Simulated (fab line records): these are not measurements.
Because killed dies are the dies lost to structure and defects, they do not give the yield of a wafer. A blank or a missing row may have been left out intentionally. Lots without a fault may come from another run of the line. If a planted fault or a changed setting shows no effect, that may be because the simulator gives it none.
Struck lot and sound lot, side by side ; flow n5-finfet ; 6 out of 1938 route steps
Sound: the wafers L392.1, L392.2, L392.3. The struck wafers were L385.1, L385.2, L385.3. The cause comes at the end.
For every step that has rows: the tool of each side, followed by ch and its chambers, followed by its first start. Under that, the readings that differ: sound wafers ; struck wafers ; difference of the means ; sigmas: that difference in standard deviations of wafers without a fault.
alike: readings with means less than 2 such deviations apart, plus words and numbers identical on both sides. not compared: withheld readings, readings lacking a value on some wafer, bounds such as >300 that could conceal the same value, and numbers that have no deviation in the record and whose values overlap.
Wherever a step has rows on one side only, a row that says differs or no value, or a row with sigmas, the two part there. Non-overlapping numbers with no deviation appear without sigmas and do not part them. Lack of a reading on every wafer of one side parts them only where that side has two or more wafers.

N5_START_INSPECT_01: inspects for defects (unpatterned scan).
  struck on defect-inspect-01, day 4 18:02; sound on defect-inspect-02, day 6 12:02
  alike: raw-defect-count
then, 2 steps without rows for these wafers: N5_ZERO_LAYER_PRECLEAN_00 (cleans in SPM, time 600 s); N5_ZERO_LAYER_SRD_01 (time 30 s, dry time 30 s).
N5_ZERO_LAYER_PECVD_02: deposits SiO2 from SiH4/N2O, target thk 10 nm, time 6 s.
  sound on pecvd-04 ch 0,1,2, day 6 12:17; struck on pecvd-01 ch 0,1,2, day 4 18:17
  no value came back on the struck wafers for any of 5 readings (chamber-pressure-Torr (Torr), heater-power-outer-w (W) and others); on the sound wafers chamber-pressure-Torr (Torr) reads 0.7502 0.7498 0.7513
then, 1 step without rows for these wafers: N5_ZERO_LAYER_HMDS_04 (time 60 s).
-- record jumps: 10 days separate the struck wafers' starts on either side; left off in module ZERO_LAYER, taken up again in module PASSIVATION, whose first shown step is the route's number 1936 --
N5_PASSIVATION_PROBE_49:
  struck on prober-02, day 15 05:27; sound on prober-01, day 16 22:32
  alike: killed_at_M0_to_M3, killed_at_M4_up, killed-at-contacts, killed-at-front-end, killed-at-other, killed-dies, killed-open, killed-short

## WHERE THEY PART
Only at N5_ZERO_LAYER_PECVD_02, within this record. Later steps at which nothing parts them and some readings are alike: N5_PASSIVATION_PROBE_49.

WHY: what had been put in by the simulator
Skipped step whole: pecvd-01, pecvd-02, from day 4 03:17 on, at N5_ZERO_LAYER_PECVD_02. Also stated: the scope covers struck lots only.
